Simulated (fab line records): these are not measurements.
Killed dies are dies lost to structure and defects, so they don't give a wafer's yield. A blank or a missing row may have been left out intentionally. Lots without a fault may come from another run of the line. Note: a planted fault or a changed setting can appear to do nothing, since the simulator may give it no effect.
fab line records	flow n5Finfet
record: lots: 24	wafers: 72	lastDay: 17
route steps=1938 shown BEOL_M0_CUTY@708 BEOL_M0@720 BEOL_M1@754
lots untouched by any fault: they come from a run of this same line in which no faults occurred
startH: start of the lot's first displayed wafer, in hours after the record's first day	waitH: hours elapsed since this lot's preceding step	" same as the row above	L1.1+2: one row covering several wafers at once	- no value present, or no start provided	* or withheld: withheld	< > ~ a bound
route shown NAME@n: names a module that has steps shown in the file, with the first one's number in the route	usual: average and standard deviation across the fault-free wafers	same: alike in all rows	chamber/n: place in a boat	sites: readings site by site	_std_site: standard deviation of those values	_edge_site: inner sites' mean taken away from outer sites' mean	radiusMm: for every site, how far away it sits from the centre of the wafer	mask NAME#n: copy n	behind: the tool/chamber that last shaped the wafer	hold: cause of the lot's hold/its duration in hours/its outcome	device: the transistor (n, p or np) that didn't switch	end of line: the same wafers' tests at the end of the route	a step without rows: its recipe alone	killed: the dies lost at the first sort to structure and to defects; this is not the yield of the wafer	map: a wafer's dies, marking killed ones x, the rest . and places with no die _
set.NAME: the setting that was run; set.NAME@STEP: the one run at that earlier step	model.NAME: the simulator's own value behind a step, which no gauge read
the route's steps for a sample of lots (tables are steps, rows are wafers)
services: when a tool's chamber went out of use (startH, in hours from the record's first day, below 0 if earlier), for how many hours, and the reason
== steps ==
step: N5_BEOL_M0_CUTY_CD_MEAS_57
recipe: targetCdNm: 200	landingEnergyEv: 500	detector: seInlens	polarity: line
usual: cdNm: 199.8/0.9
lot.wafer	tool	chamber	startH	waitH	cdNm
L074.1	cdSem-01	0	113.18	-	201.4
L074.2	"	0	"	"	201.5
L074.5	"	0	"	"	200.3
L075.1	cdSem-02	0	119.26	-	201.3
L075.2	"	0	"	"	200.3
L075.3	"	0	"	"	201.1
L076.1	cdSem-02	0	129.14	-	199.7
L076.2	"	0	"	"	199.5
L076.4	"	0	"	"	199.2
L077.2	cdSem-03	0	132.18	-	199.6
L077.3	"	0	"	"	199.6
L077.5	"	0	"	"	200.6
L078.2	cdSem-01	0	137.58	-	200.1
L078.3	"	0	"	"	199.0
L078.6	"	0	"	"	199.7
L079.1	cdSem-01	0	141.67	-	199.6
L079.4	"	0	"	"	199.7
L079.6	"	0	"	"	199.9
L080.4	cdSem-02	0	150.32	-	200.2
L080.5	"	0	"	"	200.4
L080.6	"	0	"	"	200.8
L081.3	cdSem-02	0	163.49	-	198.6
L081.4	"	0	"	"	199.9
L081.5	"	0	"	"	198.6
L082.1	cdSem-02	0	164.06	-	198.3
L082.2	"	0	"	"	198.7
L082.6	"	0	"	"	198.5
L083.2	cdSem-03	0	166.87	-	200.6
L083.4	"	0	"	"	200.0
L083.6	"	0	"	"	200.1
L084.1	cdSem-01	0	172.33	-	199.4
L084.2	"	0	"	"	201.4
L084.6	"	0	"	"	199.1
L085.1	cdSem-01	0	187.05	-	198.2
L085.5	"	0	"	"	199.1
L085.6	"	0	"	"	198.6
L086.1	cdSem-03	0	189.80	-	200.6
L086.2	"	0	"	"	200.2
L086.4	"	0	"	"	200.5
L087.1	cdSem-02	0	191.44	-	199.8
L087.5	"	0	"	"	200.5
L087.6	"	0	"	"	200.3
L089.1	cdSem-01	0	201.86	-	200.1
L089.3	"	0	"	"	199.7
L089.4	"	0	"	"	200.0
L088.1	cdSem-01	0	208.12	-	200.2
L088.4	"	0	"	"	200.0
L088.5	"	0	"	"	199.8
L090.3	cdSem-02	0	212.42	-	199.6
L090.5	"	0	"	"	201.3
L090.6	"	0	"	"	198.3
L091.1	cdSem-02	0	214.84	-	198.8
L091.4	"	0	"	"	199.0
L091.5	"	0	"	"	197.9
L092.2	cdSem-03	0	223.64	-	199.5
L092.4	"	0	"	"	199.3
L092.6	"	0	"	"	200.0
L093.1	cdSem-01	0	226.79	-	200.2
L093.4	"	0	"	"	200.3
L093.6	"	0	"	"	201.0
L094.1	cdSem-02	0	235.02	-	198.4
L094.2	"	0	"	"	199.0
L094.6	"	0	"	"	199.9
L095.3	cdSem-03	0	247.30	-	199.6
L095.5	"	0	"	"	199.5
L095.6	"	0	"	"	199.3
L096.1	cdSem-01	0	252.42	-	198.8
L096.4	"	0	"	"	198.5
L096.6	"	0	"	"	199.1
L097.1	cdSem-01	0	252.91	-	199.9
L097.2	"	0	"	"	201.1
L097.3	"	0	"	"	200.3
step: N5_BEOL_M0_ETCH_128
recipe: chemistry: CF4/N2	targetDepthA: 120	overetchA: 51	target: SiCN	timeS: 21.4	ionEnergyEv: 150	pressureMtorr: 40	sourceW: 430	biasW: 70	Ar_flow_sccm: 100	cf4FlowSccm: 60	n2FlowSccm: 60
usual: drypumpMotorCurrentA: 5.9/0.47	oesProductAu: 0.51/0.045	rfVppV: 382.0/1.8	showerheadPlenumPTorr: 2.19/0.063	throttleValvePct: 15.42/0.22
lot.wafer	tool	chamber	startH	waitH	drypumpMotorCurrentA	oesProductAu	rfHoursCounterH	rfVppV	showerheadPlenumPTorr	throttleValvePct
L074.1	rieDiel-05	3	118.02	0.0	6.1	0.49	211	385.3	2.27	15.26
L074.2	"	1	"	"	5.0	0.50	174	382.5	2.20	15.27
L074.5	"	2	"	"	5.9	0.49	-	380.9	2.10	15.63
L075.1	rieDiel-04	0	122.84	0.0	6.6	0.48	199	384.2	2.28	15.26
L075.2	"	2	"	"	6.4	0.49	190	383.0	2.19	15.69
L075.3	"	3	"	"	6.1	0.56	96	380.2	2.14	15.13
L076.1	rieDiel-04	1	130.31	0.0	6.1	0.49	208	383.3	2.27	15.24
L076.2	"	3	"	"	6.1	0.56	98	380.7	2.14	15.16
L076.4	"	0	"	"	6.6	0.50	202	383.1	2.27	15.26
L077.2	rieDiel-05	1	133.47	0.1	5.0	0.51	178	381.4	2.20	15.28
L077.3	"	0	"	"	5.9	0.48	224	380.5	2.09	15.38
L077.5	"	3	"	"	6.1	0.50	-	383.8	2.27	15.27
L078.2	rieDiel-05	0	140.20	0.1	5.9	0.47	225	380.2	2.09	15.38
L078.3	"	2	"	"	6.0	0.48	230	378.7	2.10	15.66
L078.6	"	3	"	"	6.1	0.49	-	382.6	2.27	15.27
L079.1	rieDiel-04	2	144.18	0.3	6.4	0.50	197	382.0	2.18	15.70
L079.4	"	3	"	"	6.0	0.57	-	379.9	2.14	15.17
L079.6	"	2	"	"	6.3	0.51	-	382.6	2.18	15.70
L080.4	rieDiel-05	1	151.72	0.2	5.0	0.50	185	382.2	2.19	15.27
L080.5	"	0	"	"	5.9	0.48	-	380.5	2.09	15.36
L080.6	"	1	"	"	5.0	0.50	-	382.4	2.19	15.28
L081.3	rieDiel-03	0	164.28	0.0	5.3	0.50	182	381.3	2.20	15.49
L081.4	"	2	"	"	6.0	0.50	216	384.1	2.27	15.91
L081.5	"	0	"	"	5.3	0.50	-	381.8	2.20	15.49
L082.1	rieDiel-03	3	164.82	0.0	5.5	0.61	34	381.1	2.18	15.42
L082.2	"	1	"	"	6.6	0.59	52	382.2	2.16	15.10
L082.6	"	3	"	"	5.5	0.61	-	381.6	2.18	15.41
L083.2	rieDiel-03	3	167.91	0.2	5.5	0.60	35	380.9	2.18	15.42
L083.4	"	2	"	"	6.0	0.49	217	385.2	2.27	15.90
L083.6	"	3	"	"	5.5	0.61	-	380.5	2.18	15.41
L084.1	rieDiel-04	2	176.56	0.6	6.3	0.48	213	383.1	2.18	15.75
L084.2	"	3	"	"	6.1	0.54	118	379.0	2.13	15.20
L084.6	"	1	"	"	6.1	0.49	-	384.7	2.26	15.28
L085.1	rieDiel-04	2	188.67	0.4	6.4	0.46	219	380.9	2.18	15.74
L085.5	"	1	"	"	6.1	0.48	-	383.1	2.26	15.29
L085.6	"	2	"	"	6.4	0.48	-	382.3	2.18	15.76
L086.1	rieDiel-05	0	191.28	0.3	5.8	0.47	240	379.8	2.08	15.38
L086.2	"	1	"	"	5.0	0.49	195	381.9	2.19	15.29
L086.4	"	3	"	"	6.1	0.49	230	383.7	2.27	15.31
L087.1	rieDiel-04	0	192.97	0.5	6.6	0.48	211	385.1	2.27	15.28
L087.5	"	0	"	"	6.6	0.48	-	384.2	2.27	15.28
L087.6	"	1	"	"	6.1	0.47	-	383.1	2.25	15.32
L089.1	rieDiel-05	2	205.76	0.0	5.9	0.47	249	380.1	2.09	15.66
L089.3	"	1	"	"	5.0	0.51	200	381.7	2.19	15.32
L089.4	"	3	"	"	6.2	0.49	235	384.7	2.26	15.30
L088.1	rieDiel-05	0	209.76	0.0	5.9	0.47	247	379.9	2.08	15.41
L088.4	"	0	"	"	5.9	0.46	-	378.9	2.08	15.42
L088.5	"	3	"	"	6.1	0.49	-	383.0	2.26	15.31
L090.3	rieDiel-03	3	213.63	0.4	5.5	0.58	55	380.9	2.17	15.46
L090.5	"	1	"	"	6.6	0.58	-	382.3	2.15	15.15
L090.6	"	0	"	"	5.4	0.48	-	381.6	2.19	15.53
L091.1	rieDiel-05	3	218.08	0.4	6.1	0.47	240	383.7	2.26	15.33
L091.4	"	0	"	"	5.9	0.47	-	380.2	2.08	15.41
L091.5	"	1	"	"	5.0	0.49	-	382.1	2.19	15.33
L092.2	rieDiel-03	2	227.93	0.0	5.9	0.49	242	382.8	2.26	15.96
L092.4	"	3	"	"	5.5	0.59	61	381.1	2.17	15.45
L092.6	"	2	"	"	5.9	0.48	-	383.3	2.26	15.96
L093.1	rieDiel-03	1	228.40	0.0	6.5	0.56	77	382.0	2.15	15.16
L093.4	"	2	"	"	6.0	0.49	242	382.4	2.26	15.96
L093.6	"	2	"	"	6.0	0.49	-	384.4	2.26	15.96
L094.1	rieDiel-04	3	235.98	0.0	6.1	0.53	141	378.7	2.13	15.25
L094.2	"	2	"	"	6.4	0.46	236	382.1	2.17	15.79
L094.6	"	0	"	"	6.6	0.47	-	383.2	2.27	15.29
L095.3	rieDiel-03	0	252.41	0.1	5.4	0.48	216	383.1	2.18	15.57
L095.5	"	2	"	"	5.9	0.48	-	383.5	2.26	15.99
L095.6	"	3	"	"	5.5	0.58	-	383.0	2.16	15.48
L097.1	rieDiel-05	3	254.19	0.1	6.1	0.47	257	385.7	2.26	15.35
L097.2	"	2	"	"	6.0	0.65	13	386.4	2.35	15.22
L097.3	"	1	"	"	5.0	0.47	222	381.5	2.18	15.36
L096.1	rieDiel-03	1	254.21	0.0	6.6	0.56	84	380.9	2.15	15.16
L096.4	"	3	"	"	5.5	0.59	-	381.1	2.16	15.47
L096.6	"	0	"	"	5.3	0.48	-	381.8	2.18	15.58
step: N5_BEOL_M0_SURFACE_TREAT_137
recipe: gas: Ar	timeS: *	ionEnergyEv: *	ionCurrentMaCm2: 0.5	pressureMtorr: *	arFlowSccm: 30
usual: arFlowSccm: 30.00/0.095	throttleValvePct: *
lot.wafer	tool	chamber	startH	waitH	arFlowSccm	throttleValvePct
L074.1	pvdSputter-03	-	121.54	0.2	29.87	*
L074.2	"	-	"	"	30.14	*
L074.5	"	-	"	"	29.94	*
L075.1	pvdSputter-02	-	124.37	0.2	29.93	*
L075.2	"	-	"	"	29.92	*
L075.3	"	-	"	"	30.09	*
L076.1	pvdSputter-01	-	131.45	0.1	29.95	*
L076.2	"	-	"	"	30.26	*
L076.4	"	-	"	"	30.01	*
L077.2	pvdSputter-02	-	134.60	0.2	30.02	*
L077.3	"	-	"	"	30.04	*
L077.5	"	-	"	"	30.23	*
L078.2	pvdSputter-02	-	141.69	0.5	30.01	*
L078.3	"	-	"	"	29.87	*
L078.6	"	-	"	"	30.02	*
L079.1	pvdSputter-03	-	145.71	0.1	30.04	*
L079.4	"	-	"	"	29.96	*
L079.6	"	-	"	"	30.00	*
L080.4	pvdSputter-01	-	152.87	0.0	30.01	*
L080.5	"	-	"	"	29.96	*
L080.6	"	-	"	"	29.95	*
L081.3	pvdSputter-01	-	165.19	0.2	30.21	*
L081.4	"	-	"	"	30.17	*
L081.5	"	-	"	"	29.91	*
L082.1	pvdSputter-02	-	167.43	0.2	30.09	*
L082.2	"	-	"	"	30.01	*
L082.6	"	-	"	"	29.91	*
L083.2	pvdSputter-02	-	168.68	0.1	29.95	*
L083.4	"	-	"	"	30.03	*
L083.6	"	-	"	"	29.99	*
L084.1	pvdSputter-01	-	178.23	0.6	30.00	*
L084.2	"	-	"	"	29.97	*
L084.6	"	-	"	"	30.11	*
L085.1	pvdSputter-01	-	191.37	0.2	30.00	*
L085.5	"	-	"	"	30.01	*
L085.6	"	-	"	"	30.13	*
L086.1	pvdSputter-02	-	192.42	0.1	30.15	*
L086.2	"	-	"	"	30.05	*
L086.4	"	-	"	"	29.95	*
L087.1	pvdSputter-01	-	195.00	0.1	30.10	*
L087.5	"	-	"	"	30.14	*
L087.6	"	-	"	"	29.99	*
L089.1	pvdSputter-01	-	207.10	0.2	30.09	*
L089.3	"	-	"	"	29.85	*
L089.4	"	-	"	"	29.87	*
L088.1	pvdSputter-02	-	211.53	0.1	30.18	*
L088.4	"	-	"	"	29.97	*
L088.5	"	-	"	"	30.00	*
L090.3	pvdSputter-03	-	215.74	1.1	30.08	*
L090.5	"	-	"	"	29.93	*
L090.6	"	-	"	"	29.98	*
L091.1	pvdSputter-03	-	220.72	0.1	29.98	*
L091.4	"	-	"	"	29.83	*
L091.5	"	-	"	"	29.96	*
L092.2	pvdSputter-02	-	229.18	0.2	29.96	*
L092.4	"	-	"	"	29.94	*
L092.6	"	-	"	"	29.88	*
L093.1	pvdSputter-02	-	229.70	0.2	29.87	*
L093.4	"	-	"	"	29.99	*
L093.6	"	-	"	"	30.13	*
L094.1	pvdSputter-02	-	238.32	0.1	30.00	*
L094.2	"	-	"	"	29.92	*
L094.6	"	-	"	"	29.93	*
L095.3	pvdSputter-02	-	254.40	0.2	30.07	*
L095.5	"	-	"	"	29.93	*
L095.6	"	-	"	"	30.09	*
L097.1	pvdSputter-01	-	255.21	0.1	29.93	*
L097.2	"	-	"	"	30.05	*
L097.3	"	-	"	"	30.11	*
L096.1	pvdSputter-02	-	255.50	0.3	30.12	*
L096.4	"	-	"	"	29.87	*
L096.6	"	-	"	"	30.07	*
step: N5_BEOL_M1_HM_DEP_02
recipe: material: TiN	targetThkA: 200	tempC: 25	chamberPressurePa: 0.49996
usual: susceptorTempC: 25.00/0.1	throttleValvePct: 29.9/0.92
lot.wafer	tool	chamber	startH	waitH	susceptorTempC	throttleValvePct
L074.1	pvdSputter-02	-	124.19	0.1	25.20	29.1
L074.2	"	-	"	"	24.96	27.7
L074.5	"	-	"	"	25.00	28.7
L075.1	pvdSputter-03	-	128.91	2.7	24.91	29.8
L075.2	"	-	"	"	24.91	30.9
L075.3	"	-	"	"	24.81	32.0
L076.1	pvdSputter-03	-	135.20	0.4	24.95	30.5
L076.2	"	-	"	"	24.85	31.9
L076.4	"	-	"	"	25.09	29.9
L077.2	pvdSputter-01	-	140.23	3.1	25.15	30.5
L077.3	"	-	"	"	25.05	30.1
L077.5	"	-	"	"	25.04	30.8
L078.2	pvdSputter-01	-	145.55	0.5	25.08	30.1
L078.3	"	-	"	"	24.99	29.4
L078.6	"	-	"	"	24.98	31.1
L079.1	pvdSputter-02	-	148.77	0.8	24.90	28.9
L079.4	"	-	"	"	25.04	30.5
L079.6	"	-	"	"	24.91	28.7
L080.4	pvdSputter-01	-	155.44	0.5	25.01	30.0
L080.5	"	-	"	"	25.01	30.7
L080.6	"	-	"	"	25.07	30.2
L081.3	pvdSputter-03	-	169.67	1.1	24.85	32.0
L081.4	"	-	"	"	24.91	30.2
L081.5	"	-	"	"	24.79	30.2
L082.1	pvdSputter-01	-	170.05	0.6	25.18	30.0
L082.2	"	-	"	"	25.04	30.7
L082.6	"	-	"	"	24.88	30.6
L083.2	pvdSputter-02	-	171.86	1.4	25.09	27.9
L083.4	"	-	"	"	25.01	28.9
L083.6	"	-	"	"	25.22	27.6
L084.1	pvdSputter-02	-	182.12	1.8	25.01	28.9
L084.2	"	-	"	"	25.04	27.9
L084.6	"	-	"	"	24.89	29.1
L085.1	pvdSputter-01	-	194.46	1.3	25.01	30.1
L085.5	"	-	"	"	25.05	30.6
L085.6	"	-	"	"	24.72	30.4
L086.1	pvdSputter-02	-	195.85	0.2	25.04	28.8
L086.2	"	-	"	"	25.04	29.0
L086.4	"	-	"	"	24.86	30.5
L087.1	pvdSputter-01	-	197.60	0.8	25.13	30.8
L087.5	"	-	"	"	25.07	30.3
L087.6	"	-	"	"	25.08	30.7
L089.1	pvdSputter-01	-	210.22	0.9	25.02	29.4
L089.3	"	-	"	"	24.99	30.2
L089.4	"	-	"	"	24.97	30.6
L088.1	pvdSputter-01	-	213.70	0.2	25.05	29.6
L088.4	"	-	"	"	25.02	30.8
L088.5	"	-	"	"	24.87	29.6
L090.3	pvdSputter-02	-	218.32	0.6	25.04	29.0
L090.5	"	-	"	"	24.93	28.8
L090.6	"	-	"	"	24.87	30.3
L091.1	pvdSputter-01	-	223.51	0.9	25.16	29.4
L091.4	"	-	"	"	25.00	30.5
L091.5	"	-	"	"	25.11	29.4
L092.2	pvdSputter-02	-	231.84	0.4	24.97	27.9
L092.4	"	-	"	"	25.05	28.7
L092.6	"	-	"	"	24.96	28.1
L093.1	pvdSputter-01	-	234.87	1.1	25.10	30.7
L093.4	"	-	"	"	24.95	30.3
L093.6	"	-	"	"	25.04	29.4
L094.1	pvdSputter-02	-	241.53	1.4	24.96	30.4
L094.2	"	-	"	"	24.94	27.9
L094.6	"	-	"	"	25.04	30.5
L095.3	pvdSputter-01	-	260.69	4.2	25.00	30.8
L095.5	"	-	"	"	25.08	29.5
L095.6	"	-	"	"	24.86	30.4
L097.1	pvdSputter-02	-	260.99	3.0	25.00	29.0
L097.2	"	-	"	"	24.76	30.8
L097.3	"	-	"	"	24.98	28.9
L096.1	pvdSputter-01	-	261.55	0.3	24.99	30.6
L096.4	"	-	"	"	25.05	30.5
L096.6	"	-	"	"	24.89	30.2
step: N5_BEOL_M1_ETCH_63
recipe: chemistry: CF4	target: SiARC	targetDepthA: 156	maskMaterial: CAR-EUV	timeS: 26	ionEnergyEv: 80	pressureMtorr: 40	sourceW: 545	biasW: 36	Ar_flow_sccm: 100	cf4FlowSccm: 100	ends: cleared
usual: drypumpMotorCurrentA: 5.53/0.26	etchRfOnTimeS: 26.0/0.56	oesProductAu: 0.67/0.071	rfVppV: 184.2/1.1	showerheadPlenumPTorr: 2.15/0.067	throttleValvePct: 15.55/0.27
lot.wafer	tool	chamber	startH	waitH	drypumpMotorCurrentA	etchRfOnTimeS	oesProductAu	rfHoursCounterH	rfVppV	showerheadPlenumPTorr	throttleValvePct
L074.1	rieDiel-01	2	124.76	0.0	5.76	27.0	0.59	217	184.1	2.21	16.12
L074.2	"	0	"	"	5.40	26.0	0.67	136	183.7	2.06	15.61
L074.5	"	3	"	"	5.16	27.5	0.73	-	185.1	2.18	15.70
L075.1	rieDiel-06	0	129.48	0.0	5.81	26.1	0.61	210	184.9	2.14	15.92
L075.2	"	3	"	"	5.89	25.5	0.75	51	185.3	2.27	15.20
L075.3	"	1	"	"	5.31	25.5	0.61	198	184.2	2.12	15.72
L076.1	rieDiel-02	1	135.76	0.0	5.62	25.0	0.75	48	182.3	2.08	15.50
L076.2	"	3	"	"	5.35	25.8	0.66	142	182.5	2.05	15.59
L076.4	"	2	"	"	5.85	26.1	0.73	63	183.8	2.16	15.12
L077.2	rieDiel-06	3	140.80	0.0	5.91	25.5	0.76	56	185.5	2.26	15.20
L077.3	"	1	"	"	5.29	25.9	0.60	202	183.7	2.12	15.73
L077.5	"	1	"	"	5.33	25.8	0.60	-	183.7	2.12	15.75
L078.2	rieDiel-01	0	146.13	0.0	5.41	26.0	0.66	142	184.4	2.06	15.63
L078.3	"	1	"	"	5.48	26.1	0.59	243	183.7	2.19	15.58
L078.6	"	1	"	"	5.49	26.1	0.60	-	185.4	2.19	15.56
L079.1	rieDiel-02	0	149.43	0.0	5.11	25.7	0.60	223	183.7	2.19	15.68
L079.4	"	1	"	"	5.67	25.1	0.74	52	182.4	2.08	15.49
L079.6	"	0	"	"	5.08	26.0	0.60	-	184.5	2.19	15.67
L080.4	rieDiel-02	0	156.28	0.0	5.11	26.1	0.59	225	184.9	2.19	15.68
L080.5	"	0	"	"	5.12	25.9	0.59	-	183.9	2.19	15.69
L080.6	"	1	"	"	5.68	25.5	0.73	-	183.6	2.08	15.50
L081.3	rieDiel-02	0	171.16	0.0	5.12	26.4	0.59	230	186.0	2.19	15.70
L081.4	"	3	"	"	5.34	26.2	0.66	152	184.6	2.05	15.60
L081.5	"	1	"	"	5.67	25.1	0.73	-	182.9	2.08	15.51
L082.1	rieDiel-06	1	171.25	0.0	5.30	26.0	0.59	212	184.3	2.11	15.75
L082.2	"	0	"	"	5.77	26.5	0.59	225	183.0	2.14	15.92
L082.6	"	1	"	"	5.30	26.0	0.59	-	184.8	2.11	15.76
L083.2	rieDiel-06	0	172.43	0.0	5.80	26.4	0.60	225	183.1	2.14	15.93
L083.4	"	3	"	"	5.92	25.7	0.73	65	184.7	2.26	15.21
L083.6	"	2	"	"	5.42	25.0	0.63	-	183.6	2.22	15.45
L084.1	rieDiel-01	1	182.81	0.0	5.46	25.4	0.89	0	183.8	2.19	15.07
L084.2	"	3	"	"	5.16	26.9	0.71	55	183.7	2.17	15.76
L084.6	"	2	"	"	5.74	26.4	0.57	-	184.0	2.21	16.16
L085.1	rieDiel-06	3	195.35	0.0	5.92	25.7	0.73	72	185.3	2.26	15.24
L085.5	"	2	"	"	5.43	25.3	0.63	-	185.8	2.21	15.48
L085.6	"	1	"	"	5.33	26.0	0.59	-	182.5	2.11	15.78
L086.1	rieDiel-02	2	196.41	0.0	5.83	26.0	0.72	82	184.5	2.16	15.16
L086.2	"	3	"	"	5.31	26.2	0.65	161	183.1	2.04	15.62
L086.4	"	0	"	"	5.11	26.0	0.59	239	184.8	2.18	15.71
L087.1	rieDiel-01	2	198.16	0.0	5.74	26.4	0.58	238	182.9	2.21	16.16
L087.5	"	1	"	"	5.47	25.1	0.86	-	186.3	2.19	15.08
L087.6	"	0	"	"	5.42	25.8	0.64	-	182.3	2.05	15.67
L089.1	rieDiel-02	0	210.78	0.0	5.11	26.5	0.58	244	183.2	2.18	15.71
L089.3	"	3	"	"	5.37	26.7	0.64	165	182.1	2.04	15.63
L089.4	"	2	"	"	5.82	26.5	0.71	87	183.8	2.15	15.17
L088.1	rieDiel-02	1	214.51	0.0	5.69	25.3	0.72	73	183.0	2.07	15.53
L088.4	"	2	"	"	5.85	26.3	0.70	88	185.5	2.15	15.18
L088.5	"	1	"	"	5.68	25.3	0.71	-	184.0	2.07	15.55
L090.3	rieDiel-01	0	218.90	0.0	5.42	26.3	0.64	165	184.2	2.05	15.68
L090.5	"	3	"	"	5.15	27.2	0.70	-	184.4	2.17	15.78
L090.6	"	0	"	"	5.42	26.1	0.65	-	182.3	2.05	15.67
L091.1	rieDiel-02	1	224.08	0.0	5.65	25.3	0.71	77	181.6	2.07	15.55
L091.4	"	2	"	"	5.82	26.5	0.69	91	185.0	2.15	15.18
L091.5	"	3	"	"	5.36	26.3	0.64	-	183.7	2.04	15.64
L092.2	rieDiel-02	1	232.53	0.0	5.67	25.1	0.71	78	182.3	2.07	15.56
L092.4	"	3	"	"	5.36	26.3	0.64	171	182.5	2.04	15.64
L092.6	"	1	"	"	5.64	25.2	0.71	-	183.5	2.07	15.57
L093.1	rieDiel-02	1	235.56	0.0	5.65	25.2	0.71	79	183.8	2.07	15.55
L093.4	"	2	"	"	5.83	26.3	0.70	-	184.2	2.15	15.18
L093.6	"	3	"	"	5.33	26.1	0.65	-	184.2	2.04	15.64
L094.1	rieDiel-02	3	242.11	0.0	5.34	26.2	0.64	174	186.1	2.04	15.64
L094.2	"	1	"	"	5.67	25.4	0.70	81	184.9	2.07	15.56
L094.6	"	2	"	"	5.85	26.3	0.70	-	183.7	2.15	15.18
L095.3	rieDiel-06	3	261.40	0.0	5.87	26.0	0.71	90	184.7	2.25	15.27
L095.5	"	3	"	"	5.89	25.7	0.71	-	185.4	2.25	15.28
L095.6	"	2	"	"	5.43	25.2	0.62	-	185.9	2.21	15.53
L097.1	rieDiel-06	3	262.12	0.0	5.90	26.1	0.71	91	184.7	2.25	15.27
L097.2	"	2	"	"	5.43	25.5	0.62	202	184.9	2.21	15.51
L097.3	"	3	"	"	5.89	25.9	0.71	-	185.0	2.25	15.27
L096.1	rieDiel-01	0	262.43	0.0	5.41	25.9	0.64	178	183.4	2.04	15.70
L096.4	"	1	"	"	5.44	25.7	0.80	26	185.8	2.18	15.12
L096.6	"	2	"	"	5.76	25.6	0.86	-	185.0	2.20	15.67
step: N5_BEOL_M1_CD_MEAS_28
recipe: landingEnergyEv: 500	detector: seInlens	targetCdYNm: 23.3
usual: cdNm: 24.02/0.25
lot.wafer	tool	chamber	startH	waitH	cdNm
L074.1	cdSem-01	0	125.45	-	24.11
L074.2	"	0	"	"	24.27
L074.5	"	0	"	"	23.51
L075.1	cdSem-01	0	130.18	-	24.28
L075.2	"	0	"	"	24.10
L075.3	"	0	"	"	23.67
L076.1	cdSem-03	0	136.46	-	23.88
L076.2	"	0	"	"	24.39
L076.4	"	0	"	"	24.34
L077.2	cdSem-03	0	141.55	-	23.88
L077.3	"	0	"	"	23.69
L077.5	"	0	"	"	24.33
L078.2	cdSem-03	0	146.86	-	24.19
L078.3	"	0	"	"	24.03
L078.6	"	0	"	"	24.20
L079.1	cdSem-01	0	150.13	-	23.80
L079.4	"	0	"	"	23.58
L079.6	"	0	"	"	23.97
L080.4	cdSem-02	0	157.04	-	23.93
L080.5	"	0	"	"	24.11
L080.6	"	0	"	"	23.71
L081.3	cdSem-03	0	171.86	-	23.72
L081.4	"	0	"	"	23.73
L081.5	"	0	"	"	23.46
L082.1	cdSem-02	0	171.94	-	24.11
L082.2	"	0	"	"	23.99
L082.6	"	0	"	"	24.41
L083.2	cdSem-03	0	173.12	-	24.04
L083.4	"	0	"	"	23.74
L083.6	"	0	"	"	23.47
L084.1	cdSem-03	0	183.51	-	24.18
L084.2	"	0	"	"	24.80
L084.6	"	0	"	"	24.25
L085.1	cdSem-03	0	196.29	-	23.66
L085.5	"	0	"	"	24.02
L085.6	"	0	"	"	23.75
L086.1	cdSem-03	0	197.36	-	24.19
L086.2	"	0	"	"	24.06
L086.4	"	0	"	"	24.17
L087.1	cdSem-01	0	199.01	-	24.21
L087.5	"	0	"	"	24.19
L087.6	"	0	"	"	24.03
L089.1	cdSem-01	0	211.48	-	24.28
L089.3	"	0	"	"	24.27
L089.4	"	0	"	"	23.99
L088.1	cdSem-01	0	215.38	-	23.85
L088.4	"	0	"	"	23.78
L088.5	"	0	"	"	24.19
L090.3	cdSem-03	0	219.73	-	23.79
L090.5	"	0	"	"	23.85
L090.6	"	0	"	"	24.15
L091.1	cdSem-02	0	224.78	-	24.20
L091.4	"	0	"	"	24.36
L091.5	"	0	"	"	24.42
L092.2	cdSem-01	0	233.27	-	23.80
L092.4	"	0	"	"	23.68
L092.6	"	0	"	"	23.58
L093.1	cdSem-02	0	236.41	-	23.91
L093.4	"	0	"	"	23.86
L093.6	"	0	"	"	23.90
L094.1	cdSem-03	0	242.83	-	24.01
L094.2	"	0	"	"	24.21
L094.6	"	0	"	"	24.21
L095.3	cdSem-03	0	262.34	-	24.10
L095.5	"	0	"	"	24.26
L095.6	"	0	"	"	24.12
L097.1	cdSem-03	0	262.95	-	23.58
L097.2	"	0	"	"	24.29
L097.3	"	0	"	"	24.27
L096.1	cdSem-03	0	263.22	-	24.30
L096.4	"	0	"	"	24.00
L096.6	"	0	"	"	24.17
== services ==
tool	chamber	startH	hours	kind
rieDiel-03	-	95.44	6.3	repair
rieDiel-04	1	111.29	4.4	repair
rieDiel-06	2	125.43	12.1	repair
pvdSputter-02	-	126.57	5.3	repair
rieDiel-04	0	137.60	42.6	repair
rieDiel-02	3	142.67	1.8	repair
rieDiel-01	2	164.28	2.8	repair
rieDiel-05	-	172.74	15.6	pm
rieDiel-05	2	209.68	-	clean
rieDiel-05	2	209.68	-	consumableReplace:focusRing
rieDiel-05	2	209.68	-	consumableReplace:showerhead
rieDiel-05	2	209.68	16.3	scheduledDown
rieDiel-05	2	209.68	16.3	ventCycle
rieDiel-04	-	223.43	2.3	repair
rieDiel-05	0	226.02	-	clean
rieDiel-02	0	233.89	-	clean
rieDiel-02	0	233.89	-	consumableReplace:focusRing
rieDiel-02	0	233.89	14.9	scheduledDown
rieDiel-02	0	233.89	14.9	ventCycle
pvdSputter-03	-	235.09	39.9	repair
rieDiel-01	2	235.33	5.0	repair
rieDiel-03	1	242.80	8.4	repair
rieDiel-02	1	243.32	8.0	repair
rieDiel-04	3	254.77	12.9	repair
== key ==
fault none
